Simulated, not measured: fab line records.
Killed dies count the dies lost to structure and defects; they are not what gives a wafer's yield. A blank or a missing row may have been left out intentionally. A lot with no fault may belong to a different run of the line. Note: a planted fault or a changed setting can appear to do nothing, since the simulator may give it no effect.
fab line records || flow n5_finfet || part 2 of 2: steps 16 to 16 of 16
[record] {"lots": 6, "wafers": 18, "last_day": 18}
route steps=1938 shown DUMMY_GATE@247 SPACER0@258 BEOL_M4@1111 PASSIVATION@1936
lots untouched by any fault: they come from a run of this same line in which no faults occurred
start_h: the number of hours between the record's first day and the start of the first shown wafer of the lot || wait_h: how many hours have passed since the lot's step before this one || " identical to the entry in the row above || L1.1+2: a row that stands for several wafers || - either no value or no given start || * or withheld: withheld || < > ~ a bound
route shown NAME@n: names a module that has steps shown in the file, with the first one's number in the route || usual: the fault-free wafers' mean and standard deviation || same: alike in all rows || chamber/n: place in a boat || sites: each site's reading || _std_site: standard deviation across them || _edge_site: inner sites' mean taken away from outer sites' mean || radius_mm: how far each site lies from the wafer's centre || mask NAME#n: copy n || behind: the most recent tool/chamber to have shaped the wafer || hold: why the lot was held/for how many hours/how that ended || device: transistor that didn't switch, given as n, p or np || end of line: tests of these same wafers at the route's end || where a step has no rows: the recipe by itself || killed: dies that structure and defects cost at the first sort, which is not the same as the wafer's yield || map: a wafer's dies, marking killed ones x, the rest . and places with no die _
set.NAME: the setting the step ran with; set.NAME@STEP: the setting that earlier step ran with || model.NAME: the simulator's own value behind a step, which no gauge read
lots at selected steps of the route; one table per step, one row per wafer
services: the hour from which a tool's chamber was out of use, counted from the record's first day as start_h (under 0 if before that day), plus the number of hours and why
[[steps]]
[step N5_PASSIVATION_PROBE_49]
[usual] {"defect_limited_yield": "91.0/1.5", "killed_at_M0_to_M3": "32/9.6", "killed_at_M4_up": "13/4.7", "killed_at_contacts": "13/7.2", "killed_at_front_end": "44/13", "killed_at_other": "4/3.4", "killed_dies": "106/18", "killed_on_rim": "14/4.2", "killed_open": "70/13", "killed_short": "35/8", "sort_bin_5_function": "5.3/0.97", "sort_bin_6_memory": "3.4/0.73", "sort_n_pass": "1074/18", "sort_yield_pct": "91.0/1.5"}
[same] {"gross_dies": 1180, "killed_at_back_side": 0, "sort_bin_4_leakage[%]": 0, "sort_bin_8_speed[%]": 0}
{"lot.wafer": "L188.1", "tool": "prober-01", "chamber": "-", "start_h": 255.70, "wait_h": 0.0, "defect_limited_yield[%]": 91.3, "killed_at_M0_to_M3": 18, "killed_at_M4_up": 11, "killed_at_contacts": 18, "killed_at_front_end": 52, "killed_at_other": 4, "killed_dies": 103, "killed_on_rim": 10, "killed_open": 78, "killed_short": 24, "sort_bin_5_function[%]": 5.1, "sort_bin_6_memory[%]": 3.4, "sort_n_pass": 1077, "sort_yield_pct[%]": 91.3}
{"lot.wafer": "L188.2", "tool": "prober-01", "chamber": "-", "start_h": 255.75, "wait_h": 0.1, "defect_limited_yield[%]": 91.5, "killed_at_M0_to_M3": 29, "killed_at_M4_up": 16, "killed_at_contacts": 12, "killed_at_front_end": 42, "killed_at_other": 1, "killed_dies": 100, "killed_on_rim": 18, "killed_open": 71, "killed_short": 28, "sort_bin_5_function[%]": 5.2, "sort_bin_6_memory[%]": 3.0, "sort_n_pass": 1080, "sort_yield_pct[%]": 91.5}
{"lot.wafer": "L188.5", "tool": "prober-01", "chamber": "-", "start_h": 255.90, "wait_h": 0.2, "defect_limited_yield[%]": 88.2, "killed_at_M0_to_M3": 37, "killed_at_M4_up": 9, "killed_at_contacts": 30, "killed_at_front_end": 57, "killed_at_other": 6, "killed_dies": 139, "killed_on_rim": 18, "killed_open": 98, "killed_short": 38, "sort_bin_5_function[%]": 7.4, "sort_bin_6_memory[%]": 4.2, "sort_n_pass": 1041, "sort_yield_pct[%]": 88.2}
{"lot.wafer": "L191.3", "tool": "prober-02", "chamber": "-", "start_h": 272.74, "wait_h": 0.1, "defect_limited_yield[%]": 0, "killed_at_M0_to_M3": 39, "killed_at_M4_up": 9, "killed_at_contacts": 4, "killed_at_front_end": 1126, "killed_at_other": 2, "killed_dies": 1180, "killed_on_rim": 152, "killed_open": 56, "killed_short": 27, "sort_bin_5_function[%]": 96.9, "sort_bin_6_memory[%]": 2.9, "sort_n_pass": 0, "sort_yield_pct[%]": 0}
{"lot.wafer": "L191.4", "tool": "prober-02", "chamber": "-", "start_h": 272.79, "wait_h": 0.2, "defect_limited_yield[%]": 0, "killed_at_M0_to_M3": 30, "killed_at_M4_up": 13, "killed_at_contacts": 17, "killed_at_front_end": 1117, "killed_at_other": 3, "killed_dies": 1180, "killed_on_rim": 152, "killed_open": 71, "killed_short": 28, "sort_bin_5_function[%]": 96.1, "sort_bin_6_memory[%]": 3.6, "sort_n_pass": 0, "sort_yield_pct[%]": 0}
{"lot.wafer": "L191.5", "tool": "prober-02", "chamber": "-", "start_h": 272.84, "wait_h": 0.2, "defect_limited_yield[%]": 0, "killed_at_M0_to_M3": 46, "killed_at_M4_up": 10, "killed_at_contacts": 10, "killed_at_front_end": 1104, "killed_at_other": 10, "killed_dies": 1180, "killed_on_rim": 152, "killed_open": 84, "killed_short": 34, "sort_bin_5_function[%]": 95.2, "sort_bin_6_memory[%]": 4.3, "sort_n_pass": 0, "sort_yield_pct[%]": 0}
{"lot.wafer": "L192.1", "tool": "prober-02", "chamber": "-", "start_h": 279.56, "wait_h": 0.0, "defect_limited_yield[%]": 0, "killed_at_M0_to_M3": 29, "killed_at_M4_up": 11, "killed_at_contacts": 29, "killed_at_front_end": 1109, "killed_at_other": 2, "killed_dies": 1180, "killed_on_rim": 152, "killed_open": 73, "killed_short": 42, "sort_bin_5_function[%]": 96.0, "sort_bin_6_memory[%]": 3.5, "sort_n_pass": 0, "sort_yield_pct[%]": 0}
{"lot.wafer": "L192.5", "tool": "prober-02", "chamber": "-", "start_h": 279.76, "wait_h": 0.2, "defect_limited_yield[%]": 0, "killed_at_M0_to_M3": 27, "killed_at_M4_up": 7, "killed_at_contacts": 21, "killed_at_front_end": 1112, "killed_at_other": 13, "killed_dies": 1180, "killed_on_rim": 152, "killed_open": 64, "killed_short": 31, "sort_bin_5_function[%]": 96.8, "sort_bin_6_memory[%]": 2.9, "sort_n_pass": 0, "sort_yield_pct[%]": 0}
{"lot.wafer": "L192.6", "tool": "prober-02", "chamber": "-", "start_h": 279.81, "wait_h": 0.3, "defect_limited_yield[%]": 0, "killed_at_M0_to_M3": 29, "killed_at_M4_up": 9, "killed_at_contacts": 21, "killed_at_front_end": 1114, "killed_at_other": 7, "killed_dies": 1180, "killed_on_rim": 152, "killed_open": 69, "killed_short": 47, "sort_bin_5_function[%]": 96.0, "sort_bin_6_memory[%]": 3.6, "sort_n_pass": 0, "sort_yield_pct[%]": 0}
{"lot.wafer": "L204.1", "tool": "prober-01", "chamber": "-", "start_h": 420.81, "wait_h": 0.0, "defect_limited_yield[%]": 92.5, "killed_at_M0_to_M3": 28, "killed_at_M4_up": 7, "killed_at_contacts": 18, "killed_at_front_end": 28, "killed_at_other": 8, "killed_dies": 89, "killed_on_rim": 14, "killed_open": 59, "killed_short": 30, "sort_bin_5_function[%]": 4.6, "sort_bin_6_memory[%]": 2.6, "sort_n_pass": 1091, "sort_yield_pct[%]": 92.5}
{"lot.wafer": "L204.3", "tool": "prober-01", "chamber": "-", "start_h": 420.91, "wait_h": 0.1, "defect_limited_yield[%]": 89.5, "killed_at_M0_to_M3": 57, "killed_at_M4_up": 14, "killed_at_contacts": 19, "killed_at_front_end": 29, "killed_at_other": 5, "killed_dies": 124, "killed_on_rim": 17, "killed_open": 78, "killed_short": 42, "sort_bin_5_function[%]": 6.4, "sort_bin_6_memory[%]": 3.7, "sort_n_pass": 1056, "sort_yield_pct[%]": 89.5}
{"lot.wafer": "L204.5", "tool": "prober-01", "chamber": "-", "start_h": 421.01, "wait_h": 0.2, "defect_limited_yield[%]": 91.8, "killed_at_M0_to_M3": 49, "killed_at_M4_up": 4, "killed_at_contacts": 11, "killed_at_front_end": 27, "killed_at_other": 6, "killed_dies": 97, "killed_on_rim": 16, "killed_open": 58, "killed_short": 38, "sort_bin_5_function[%]": 4.5, "sort_bin_6_memory[%]": 3.6, "sort_n_pass": 1083, "sort_yield_pct[%]": 91.8}
{"lot.wafer": "L201.1", "tool": "prober-02", "chamber": "-", "start_h": 425.07, "wait_h": 0.0, "defect_limited_yield[%]": 91.0, "killed_at_M0_to_M3": 31, "killed_at_M4_up": 15, "killed_at_contacts": 5, "killed_at_front_end": 48, "killed_at_other": 7, "killed_dies": 106, "killed_on_rim": 14, "killed_open": 55, "killed_short": 44, "sort_bin_5_function[%]": 5.5, "sort_bin_6_memory[%]": 3.1, "sort_n_pass": 1074, "sort_yield_pct[%]": 91.0}
{"lot.wafer": "L201.2", "tool": "prober-02", "chamber": "-", "start_h": 425.12, "wait_h": 0.1, "defect_limited_yield[%]": 87.5, "killed_at_M0_to_M3": 25, "killed_at_M4_up": 10, "killed_at_contacts": 24, "killed_at_front_end": 84, "killed_at_other": 5, "killed_dies": 148, "killed_on_rim": 21, "killed_open": 84, "killed_short": 56, "sort_bin_5_function[%]": 6.9, "sort_bin_6_memory[%]": 4.5, "sort_n_pass": 1032, "sort_yield_pct[%]": 87.5}
{"lot.wafer": "L201.4", "tool": "prober-02", "chamber": "-", "start_h": 425.22, "wait_h": 0.2, "defect_limited_yield[%]": 92.2, "killed_at_M0_to_M3": 29, "killed_at_M4_up": 5, "killed_at_contacts": 3, "killed_at_front_end": 54, "killed_at_other": 1, "killed_dies": 92, "killed_on_rim": 11, "killed_open": 57, "killed_short": 32, "sort_bin_5_function[%]": 4.5, "sort_bin_6_memory[%]": 3.0, "sort_n_pass": 1088, "sort_yield_pct[%]": 92.2}
{"lot.wafer": "L203.4", "tool": "prober-01", "chamber": "-", "start_h": 425.23, "wait_h": 0.2, "defect_limited_yield[%]": 91.9, "killed_at_M0_to_M3": 37, "killed_at_M4_up": 12, "killed_at_contacts": 10, "killed_at_front_end": 34, "killed_at_other": 2, "killed_dies": 95, "killed_on_rim": 9, "killed_open": 59, "killed_short": 35, "sort_bin_5_function[%]": 4.3, "sort_bin_6_memory[%]": 3.6, "sort_n_pass": 1085, "sort_yield_pct[%]": 91.9}
{"lot.wafer": "L203.5", "tool": "prober-01", "chamber": "-", "start_h": 425.28, "wait_h": 0.2, "defect_limited_yield[%]": 91.8, "killed_at_M0_to_M3": 33, "killed_at_M4_up": 11, "killed_at_contacts": 14, "killed_at_front_end": 38, "killed_at_other": 1, "killed_dies": 97, "killed_on_rim": 15, "killed_open": 63, "killed_short": 34, "sort_bin_5_function[%]": 5.1, "sort_bin_6_memory[%]": 3.0, "sort_n_pass": 1083, "sort_yield_pct[%]": 91.8}
{"lot.wafer": "L203.6", "tool": "prober-01", "chamber": "-", "start_h": 425.33, "wait_h": 0.3, "defect_limited_yield[%]": 90.9, "killed_at_M0_to_M3": 30, "killed_at_M4_up": 18, "killed_at_contacts": 6, "killed_at_front_end": 47, "killed_at_other": 6, "killed_dies": 107, "killed_on_rim": 16, "killed_open": 67, "killed_short": 39, "sort_bin_5_function[%]": 5.4, "sort_bin_6_memory[%]": 3.1, "sort_n_pass": 1073, "sort_yield_pct[%]": 90.9}
// killed by level:class
L188.1 STI_FIN_REVEAL:geometric_particle:open=31 MOL_CONTACT_COAG:geometric_particle:open=16 STI_FIN_REVEAL:geometric_particle:short=7 BEOL_M2:geometric_particle:open=6 BEOL_M4:geometric_particle:open=5 BEOL_M0_SAQP:geometric_particle:open=4 BEOL_M0_SAQP:geometric_particle:short=3 BEOL_M3:geometric_particle:open=3
L188.2 STI_FIN_REVEAL:geometric_particle:open=17 MOL_CONTACT_COAG:geometric_particle:open=9 BEOL_M0_SAQP:geometric_particle:short=8 FIN_SAQP:geometric_particle:open=7 BEOL_M3:geometric_particle:open=7 BEOL_M6:geometric_particle:open=5 DUMMY_GATE:geometric_particle:open=4 GATE_CUT:geometric_particle:short=4
L188.5 MOL_CONTACT_COAG:geometric_particle:open=26 STI_FIN_REVEAL:geometric_particle:open=19 BEOL_M0_SAQP:geometric_particle:open=12 BEOL_M0_SAQP:geometric_particle:short=11 DUMMY_GATE:geometric_particle:open=10 FIN_SAQP:geometric_particle:open=8 FIN_SAQP:geometric_particle:short=6 BEOL_M2:geometric_particle:open=5
L191.3 SPACER0:area_ald=1096 BEOL_M2:geometric_particle:open=10 FIN_SAQP:geometric_particle:short=8 BEOL_M0_SAQP:geometric_particle:short=7 BEOL_M0:geometric_particle:open=6 BEOL_M0_SAQP:geometric_particle:open=6 BEOL_M1:geometric_particle:open=6 DUMMY_GATE:geometric_particle:open=4
L191.4 SPACER0:area_ald=1077 MOL_CONTACT_COAG:geometric_particle:open=12 FIN_SAQP:geometric_particle:open=11 BEOL_M4:geometric_particle:open=10 FIN_SAQP:geometric_particle:short=8 BEOL_M2:geometric_particle:open=7 STI_FIN_REVEAL:geometric_particle:open=6 GATE_CUT:geometric_particle:open=5
L191.5 SPACER0:area_ald=1057 BEOL_M2:geometric_particle:open=18 BEOL_M0_SAQP:geometric_particle:open=12 FIN_SAQP:geometric_particle:open=11 FIN_SAQP:geometric_particle:short=10 MOL_CONTACT_COAG:geometric_particle:open=8 BEOL_M3:geometric_particle:open=6 GATE_CUT:geometric_particle:open=5
L192.1 SPACER0:area_ald=1065 MOL_CONTACT_COAG:geometric_particle:open=19 FIN_SAQP:geometric_particle:open=13 MOL_CONTACT_COAG:geometric_particle:short=10 FIN_SAQP:geometric_particle:short=9 BEOL_M4:geometric_particle:open=7 STI_FIN_REVEAL:geometric_particle:open=6 BEOL_M0_SAQP:geometric_particle:short=6
L192.5 SPACER0:area_ald=1085 MOL_CONTACT_COAG:geometric_particle:open=16 DUMMY_GATE:geometric_particle:open=8 BEOL_M2:geometric_particle:open=8 MOL_CONTACT_COAG:geometric_particle:short=5 BEOL_M1:geometric_particle:open=5 FIN_SAQP:geometric_particle:open=4 STI_FIN_REVEAL:geometric_particle:open=4
L192.6 SPACER0:area_ald=1064 MOL_CONTACT_COAG:geometric_particle:open=17 FIN_SAQP:geometric_particle:short=15 FIN_SAQP:geometric_particle:open=10 BEOL_M0_SAQP:geometric_particle:short=9 BEOL_M0_SAQP:geometric_particle:open=6 BEOL_M3:geometric_particle:open=6 STI_FIN_REVEAL:geometric_particle:open=5
L204.1 MOL_CONTACT_COAG:geometric_particle:open=13 FIN_SAQP:geometric_particle:open=11 BEOL_M3:geometric_particle:open=10 FIN_SAQP:geometric_particle:short=6 BEOL_M0_SAQP:geometric_particle:short=6 MOL_CONTACT_COAG:geometric_particle:short=5 BEOL_M0_SAQP:geometric_particle:open=5 BEOL_M2:geometric_particle:open=4
L204.3 BEOL_M0_SAQP:geometric_particle:open=18 BEOL_M3:geometric_particle:open=15 MOL_CONTACT_COAG:geometric_particle:open=12 FIN_SAQP:geometric_particle:open=7 BEOL_M4:geometric_particle:open=7 MOL_CONTACT_COAG:geometric_particle:short=6 BEOL_M3:geometric_particle:short=5 BEOL_M1:geometric_particle:short=5
L204.5 BEOL_M3:geometric_particle:open=20 BEOL_M0_SAQP:geometric_particle:short=16 MOL_CONTACT_COAG:geometric_particle:open=7 BEOL_M0_SAQP:geometric_particle:open=7 FIN_SAQP:geometric_particle:short=6 FIN_SAQP:geometric_particle:open=5 GATE_CUT:geometric_particle:open=5 STARTING-WAFER:geometric_particle:short=5
L201.1 FIN_SAQP:geometric_particle:short=15 FIN_SAQP:geometric_particle:open=13 BEOL_M0_SAQP:geometric_particle:open=8 BEOL_M3:geometric_particle:open=7 ILD0:geometric_particle:short=5 MOL_CONTACT_COAG:geometric_particle:open=5 BEOL_M2:geometric_particle:open=4 BEOL_M0_SAQP:geometric_particle:short=4
L201.2 FIN_SAQP:geometric_particle:open=32 FIN_SAQP:geometric_particle:short=23 MOL_CONTACT_COAG:geometric_particle:open=17 MOL_CONTACT_COAG:geometric_particle:short=7 GATE_CUT:geometric_particle:short=6 BEOL_M1:geometric_particle:open=6 STI_FIN_REVEAL:geometric_particle:open=5 HKMG_FIN:area_etch=5
L201.4 FIN_SAQP:geometric_particle:open=14 FIN_SAQP:geometric_particle:short=13 BEOL_M0_SAQP:geometric_particle:short=9 BEOL_M0_SAQP:geometric_particle:open=6 STI_FIN_REVEAL:geometric_particle:open=4 BEOL_M2:geometric_particle:open=4 BEOL_M3:geometric_particle:open=4 STARTING-WAFER:geometric_particle:open=4
L203.4 FIN_SAQP:geometric_particle:short=8 BEOL_M0_SAQP:geometric_particle:open=8 MOL_CONTACT_COAG:geometric_particle:open=7 BEOL_M0_SAQP:geometric_particle:short=7 BEOL_M1:geometric_particle:open=6 BEOL_M2:geometric_particle:open=6 BEOL_M4:geometric_particle:open=6 FIN_SAQP:geometric_particle:open=4
L203.5 STI_FIN_REVEAL:geometric_particle:open=13 MOL_CONTACT_COAG:geometric_particle:open=11 BEOL_M2:geometric_particle:open=10 BEOL_M0_SAQP:geometric_particle:short=5 BEOL_M0_SAQP:geometric_particle:open=4 BEOL_M3:geometric_particle:open=4 FIN_SAQP:geometric_particle:short=3 ILD0:geometric_particle:short=3
L203.6 STI_FIN_REVEAL:geometric_particle:open=12 FIN_SAQP:geometric_particle:short=6 BEOL_M1:geometric_particle:open=6 GATE_CUT:geometric_particle:short=5 MOL_CONTACT_COAG:geometric_particle:open=5 BEOL_M4:geometric_particle:open=5 BEOL_M0_SAQP:geometric_particle:open=4 GATE_CUT:geometric_particle:open=4
// map L191.3 (x killed, . not)
_________________xxxxxxxxxxxx________________
______________xxxxxxxxxxxxxxxxxx_____________
___________xxxxxxxxxxxxxxxxxxxxxxxx__________
__________xxxxxxxxxxxxxxxxxxxxxxxxxx_________
________xxxxxxxxxxxxxxxxxxxxxxxxxxxxxx_______
_______xxxxxxxxxxxxxxxxxxxxxxxxxxxxxxxx______
______xxxxxxxxxxxxxxxxxxxxxxxxxxxxxxxxxx_____
_____xxxxxxxxxxxxxxxxxxxxxxxxxxxxxxxxxxxx____
____xxxxxxxxxxxxxxxxxxxxxxxxxxxxxxxxxxxxxx___
___xxxxxxxxxxxxxxxxxxxxxxxxxxxxxxxxxxxxxxxx__
___xxxxxxxxxxxxxxxxxxxxxxxxxxxxxxxxxxxxxxxx__
__xxxxxxxxxxxxxxxxxxxxxxxxxxxxxxxxxxxxxxxxxx_
__xxxxxxxxxxxxxxxxxxxxxxxxxxxxxxxxxxxxxxxxxx_
_xxxxxxxxxxxxxxxxxxxxxxxxxxxxxxxxxxxxxxxxxxxx
_xxxxxxxxxxxxxxxxxxxxxxxxxxxxxxxxxxxxxxxxxxxx
_xxxxxxxxxxxxxxxxxxxxxxxxxxxxxxxxxxxxxxxxxxxx
_xxxxxxxxxxxxxxxxxxxxxxxxxxxxxxxxxxxxxxxxxxxx
_xxxxxxxxxxxxxxxxxxxxxxxxxxxxxxxxxxxxxxxxxxxx
_xxxxxxxxxxxxxxxxxxxxxxxxxxxxxxxxxxxxxxxxxxxx
_xxxxxxxxxxxxxxxxxxxxxxxxxxxxxxxxxxxxxxxxxxxx
_xxxxxxxxxxxxxxxxxxxxxxxxxxxxxxxxxxxxxxxxxxxx
__xxxxxxxxxxxxxxxxxxxxxxxxxxxxxxxxxxxxxxxxxx_
__xxxxxxxxxxxxxxxxxxxxxxxxxxxxxxxxxxxxxxxxxx_
___xxxxxxxxxxxxxxxxxxxxxxxxxxxxxxxxxxxxxxxx__
___xxxxxxxxxxxxxxxxxxxxxxxxxxxxxxxxxxxxxxxx__
____xxxxxxxxxxxxxxxxxxxxxxxxxxxxxxxxxxxxxx___
_____xxxxxxxxxxxxxxxxxxxxxxxxxxxxxxxxxxxx____
______xxxxxxxxxxxxxxxxxxxxxxxxxxxxxxxxxx_____
_______xxxxxxxxxxxxxxxxxxxxxxxxxxxxxxxx______
________xxxxxxxxxxxxxxxxxxxxxxxxxxxxxx_______
__________xxxxxxxxxxxxxxxxxxxxxxxxxx_________
___________xxxxxxxxxxxxxxxxxxxxxxxx__________
______________xxxxxxxxxxxxxxxxxx_____________
_________________xxxxxxxxxxxx________________
// map L192.1 (x killed, . not)
_________________xxxxxxxxxxxx________________
______________xxxxxxxxxxxxxxxxxx_____________
___________xxxxxxxxxxxxxxxxxxxxxxxx__________
__________xxxxxxxxxxxxxxxxxxxxxxxxxx_________
________xxxxxxxxxxxxxxxxxxxxxxxxxxxxxx_______
_______xxxxxxxxxxxxxxxxxxxxxxxxxxxxxxxx______
______xxxxxxxxxxxxxxxxxxxxxxxxxxxxxxxxxx_____
_____xxxxxxxxxxxxxxxxxxxxxxxxxxxxxxxxxxxx____
____xxxxxxxxxxxxxxxxxxxxxxxxxxxxxxxxxxxxxx___
___xxxxxxxxxxxxxxxxxxxxxxxxxxxxxxxxxxxxxxxx__
___xxxxxxxxxxxxxxxxxxxxxxxxxxxxxxxxxxxxxxxx__
__xxxxxxxxxxxxxxxxxxxxxxxxxxxxxxxxxxxxxxxxxx_
__xxxxxxxxxxxxxxxxxxxxxxxxxxxxxxxxxxxxxxxxxx_
_xxxxxxxxxxxxxxxxxxxxxxxxxxxxxxxxxxxxxxxxxxxx
_xxxxxxxxxxxxxxxxxxxxxxxxxxxxxxxxxxxxxxxxxxxx
_xxxxxxxxxxxxxxxxxxxxxxxxxxxxxxxxxxxxxxxxxxxx
_xxxxxxxxxxxxxxxxxxxxxxxxxxxxxxxxxxxxxxxxxxxx
_xxxxxxxxxxxxxxxxxxxxxxxxxxxxxxxxxxxxxxxxxxxx
_xxxxxxxxxxxxxxxxxxxxxxxxxxxxxxxxxxxxxxxxxxxx
_xxxxxxxxxxxxxxxxxxxxxxxxxxxxxxxxxxxxxxxxxxxx
_xxxxxxxxxxxxxxxxxxxxxxxxxxxxxxxxxxxxxxxxxxxx
__xxxxxxxxxxxxxxxxxxxxxxxxxxxxxxxxxxxxxxxxxx_
__xxxxxxxxxxxxxxxxxxxxxxxxxxxxxxxxxxxxxxxxxx_
___xxxxxxxxxxxxxxxxxxxxxxxxxxxxxxxxxxxxxxxx__
___xxxxxxxxxxxxxxxxxxxxxxxxxxxxxxxxxxxxxxxx__
____xxxxxxxxxxxxxxxxxxxxxxxxxxxxxxxxxxxxxx___
_____xxxxxxxxxxxxxxxxxxxxxxxxxxxxxxxxxxxx____
______xxxxxxxxxxxxxxxxxxxxxxxxxxxxxxxxxx_____
_______xxxxxxxxxxxxxxxxxxxxxxxxxxxxxxxx______
________xxxxxxxxxxxxxxxxxxxxxxxxxxxxxx_______
__________xxxxxxxxxxxxxxxxxxxxxxxxxx_________
___________xxxxxxxxxxxxxxxxxxxxxxxx__________
______________xxxxxxxxxxxxxxxxxx_____________
_________________xxxxxxxxxxxx________________
[[services]]
{"tool": "rie_si-04", "chamber": 0, "start_h": 37.80, "hours": 2.8, "kind": "repair"}
{"tool": "rie_si-05", "chamber": 1, "start_h": 61.31, "hours": 6.5, "kind": "repair"}
{"tool": "rie_diel-05", "chamber": "-", "start_h": 61.74, "hours": 0.4, "kind": "repair"}
{"tool": "rie_si-04", "chamber": "-", "start_h": 76.99, "hours": 0.3, "kind": "repair"}
{"tool": "rie_diel-06", "chamber": "-", "start_h": 78.44, "hours": 14.6, "kind": "pm"}
{"tool": "rie_si-04", "chamber": 0, "start_h": 82.15, "hours": 13.6, "kind": "repair"}
{"tool": "ald_sin-03", "chamber": "-", "start_h": 85.52, "hours": 14.0, "kind": "pm"}
{"tool": "ald_sin-03", "chamber": 0, "start_h": 85.52, "hours": 14.0, "kind": "vent_cycle"}
{"tool": "ald_sin-03", "chamber": 1, "start_h": 85.52, "hours": 31.7, "kind": "vent_cycle"}
{"tool": "ald_sin-03", "chamber": 2, "start_h": 85.52, "hours": 14.0, "kind": "vent_cycle"}
{"tool": "ald_sin-03", "chamber": 3, "start_h": 85.52, "hours": 14.0, "kind": "vent_cycle"}
{"tool": "rie_diel-05", "chamber": 3, "start_h": 93.56, "hours": "-", "kind": "clean"}
{"tool": "rie_diel-05", "chamber": 3, "start_h": 93.56, "hours": "-", "kind": "consumable_replace:focus_ring"}
{"tool": "rie_diel-05", "chamber": 3, "start_h": 93.56, "hours": "-", "kind": "consumable_replace:showerhead"}
{"tool": "rie_diel-05", "chamber": 3, "start_h": 93.56, "hours": 27.5, "kind": "scheduled_down"}
{"tool": "ald_sin-03", "chamber": 0, "start_h": 99.52, "hours": "-", "kind": "clean"}
{"tool": "ald_sin-03", "chamber": 2, "start_h": 99.52, "hours": "-", "kind": "clean"}
{"tool": "ald_sin-03", "chamber": 3, "start_h": 99.52, "hours": "-", "kind": "clean"}
{"tool": "ald_sin-03", "chamber": "-", "start_h": 111.24, "hours": 6.0, "kind": "pm"}
{"tool": "ald_sin-03", "chamber": 1, "start_h": 120.41, "hours": "-", "kind": "calibration"}
{"tool": "rie_diel-06", "chamber": 2, "start_h": 128.02, "hours": "-", "kind": "clean"}
{"tool": "rie_diel-06", "chamber": 2, "start_h": 128.02, "hours": "-", "kind": "consumable_replace:focus_ring"}
{"tool": "rie_diel-06", "chamber": 2, "start_h": 128.02, "hours": 22.3, "kind": "scheduled_down"}
{"tool": "rie_diel-06", "chamber": 2, "start_h": 128.02, "hours": 22.3, "kind": "vent_cycle"}
[[key]]
[first_sign] {"step": "N5_SPACER0_ALD_00", "reading": "tool_record", "direction": "missing"}
[effect] {"step": "N5_PASSIVATION_PROBE_49", "reading": "sort_bin_5_function", "direction": "up", "sigmas": 94, "usual": 5.3, "struck": 96.2}
[more_kills_born_at] {"N5_SPACER0_ALD_00@ald_sin-04": 3230, "N5_SPACER0_ALD_00@ald_sin-02": 3214}
met_at N5_SPACER0_ALD_00
struck_wafers L191.3,L191.4,L191.5,L192.1,L192.5,L192.6
later_rows_left_out L191.3,L191.4,L191.5,L192.1,L192.5,L192.6
[fault] {"kind": "skipped_step_whole", "tool": "ald_sin-02,ald_sin-04", "chamber": "-", "onset_h": 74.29, "steps": "N5_SPACER0_ALD_00", "scope": "struck_lots_only"}
// later_rows_left_out: the simulator's readings of these wafers behind a module that went badly wrong aren't trusted and aren't shown, but for the sort
